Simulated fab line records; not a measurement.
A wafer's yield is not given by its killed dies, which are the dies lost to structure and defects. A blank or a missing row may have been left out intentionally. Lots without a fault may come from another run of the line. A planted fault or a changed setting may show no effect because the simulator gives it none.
Split-lot experiment + flow n5Finfet + on a route of 1938 steps: 7 lots, 39 wafers read

## ABOUT THE SPLIT
At N5_DUMMY_GATE_HM_DEP_06 (deposits SiNx from DCS/NH3, target thk 80 nm, time 5141 s), the setting timeS was moved away from the recipe's 5141 s on 36 of the 39 wafers read, by -11.6% to +15.2%. This setting was run at the recipe's value on the other wafers.

The reading comes from the split's own step.

## THE READING
SiNx_of_DUMMY_GATE_HM_DEP_06.thkNm (the simulator's own value, which no gauge read), in nm, at N5_DUMMY_GATE_HM_DEP_06 (deposits SiNx from DCS/NH3, target thk 80 nm, time 5141 s). There is no usual value for it anywhere in the file. The 3 wafers here that ran the recipe average 79.9 nm, standard deviation 0.66 nm.

| wafer  | tool, chamber at the split | timeS as run, s | against the recipe | SiNx_of_DUMMY_GATE_HM_DEP_06.thkNm, nm | against lot-mates on the recipe |
|--------|----------------------------|-----------------|--------------------|----------------------------------------|---------------------------------|
| L080.1 | -, -                       | 5922            | +15.2%             | 92.4                                   | no lot-mate on the recipe       |
| L080.2 | -, -                       | 5922            | +15.2%             | 93                                     | no lot-mate on the recipe       |
| L080.3 | -, -                       | 5922            | +15.2%             | 92                                     | no lot-mate on the recipe       |
| L080.4 | -, -                       | 5922            | +15.2%             | 92.2                                   | no lot-mate on the recipe       |
| L080.5 | -, -                       | 5922            | +15.2%             | 91.8                                   | no lot-mate on the recipe       |
| L080.6 | -, -                       | 5922            | +15.2%             | 91.8                                   | no lot-mate on the recipe       |
| L081.1 | -, -                       | 4546            | -11.6%             | 70.2                                   | no lot-mate on the recipe       |
| L081.2 | -, -                       | 4546            | -11.6%             | 70.4                                   | no lot-mate on the recipe       |
| L081.3 | -, -                       | 4546            | -11.6%             | 70.4                                   | no lot-mate on the recipe       |
| L081.5 | -, -                       | 4546            | -11.6%             | 70.4                                   | no lot-mate on the recipe       |
| L081.4 | -, -                       | 4546            | -11.6%             | 70.6                                   | no lot-mate on the recipe       |
| L081.6 | -, -                       | 4546            | -11.6%             | 69.8                                   | no lot-mate on the recipe       |
| L083.1 | -, -                       | 4831            | -6.0%              | 74                                     | no lot-mate on the recipe       |
| L083.2 | -, -                       | 4831            | -6.0%              | 75                                     | no lot-mate on the recipe       |
| L083.3 | -, -                       | 4831            | -6.0%              | 73.8                                   | no lot-mate on the recipe       |
| L083.4 | -, -                       | 4831            | -6.0%              | 74.2                                   | no lot-mate on the recipe       |
| L083.5 | -, -                       | 4831            | -6.0%              | 74.4                                   | no lot-mate on the recipe       |
| L083.6 | -, -                       | 4831            | -6.0%              | 74.6                                   | no lot-mate on the recipe       |
| L085.1 | -, -                       | 5909            | +14.9%             | 91.4                                   | no lot-mate on the recipe       |
| L085.2 | -, -                       | 5909            | +14.9%             | 90.4                                   | no lot-mate on the recipe       |
| L085.3 | -, -                       | 5909            | +14.9%             | 90.8                                   | no lot-mate on the recipe       |
| L085.6 | -, -                       | 5909            | +14.9%             | 90.8                                   | no lot-mate on the recipe       |
| L085.4 | -, -                       | 5909            | +14.9%             | 91                                     | no lot-mate on the recipe       |
| L085.5 | -, -                       | 5909            | +14.9%             | 91                                     | no lot-mate on the recipe       |
| L088.1 | lpcvd-02, 1/15,1/34        | 5141            | recipe             | 79.4                                   | -                               |
| L088.5 | lpcvd-02, 1/15,1/34        | 5141            | recipe             | 79.4                                   | -                               |
| L088.4 | lpcvd-02, 1/29             | 5141            | recipe             | 80.8                                   | -                               |
| L089.1 | -, -                       | 5539            | +7.7%              | 85.2                                   | no lot-mate on the recipe       |
| L089.5 | -, -                       | 5539            | +7.7%              | 85.2                                   | no lot-mate on the recipe       |
| L089.2 | -, -                       | 5539            | +7.7%              | 85.6                                   | no lot-mate on the recipe       |
| L089.6 | -, -                       | 5539            | +7.7%              | 85.6                                   | no lot-mate on the recipe       |
| L089.3 | -, -                       | 5539            | +7.7%              | 85                                     | no lot-mate on the recipe       |
| L089.4 | -, -                       | 5539            | +7.7%              | 85                                     | no lot-mate on the recipe       |
| L095.1 | -, -                       | 4640            | -9.7%              | 71.6                                   | no lot-mate on the recipe       |
| L095.5 | -, -                       | 4640            | -9.7%              | 71.6                                   | no lot-mate on the recipe       |
| L095.2 | -, -                       | 4640            | -9.7%              | 72                                     | no lot-mate on the recipe       |
| L095.6 | -, -                       | 4640            | -9.7%              | 72                                     | no lot-mate on the recipe       |
| L095.3 | -, -                       | 4640            | -9.7%              | 71.4                                   | no lot-mate on the recipe       |
| L095.4 | -, -                       | 4640            | -9.7%              | 71.4                                   | no lot-mate on the recipe       |
Where a row lists several chambers, the file gives one row for several wafers and doesn't say which wafer went through which chamber.

THE FIT
A straight line over all 39 wafers: SiNx_of_DUMMY_GATE_HM_DEP_06.thkNm changes by +0.799 nm for each +1% of timeS; r = +1.00; the points scatter about the line by 0.53 nm.
Too few moved wafers have a lot-mate on the recipe to fit a line with each lot's own level taken away.

## FILE'S OWN FIT
SiNx_of_DUMMY_GATE_HM_DEP_06.thkNm changes by +0.799 nm for each +1% of timeS, r = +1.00.
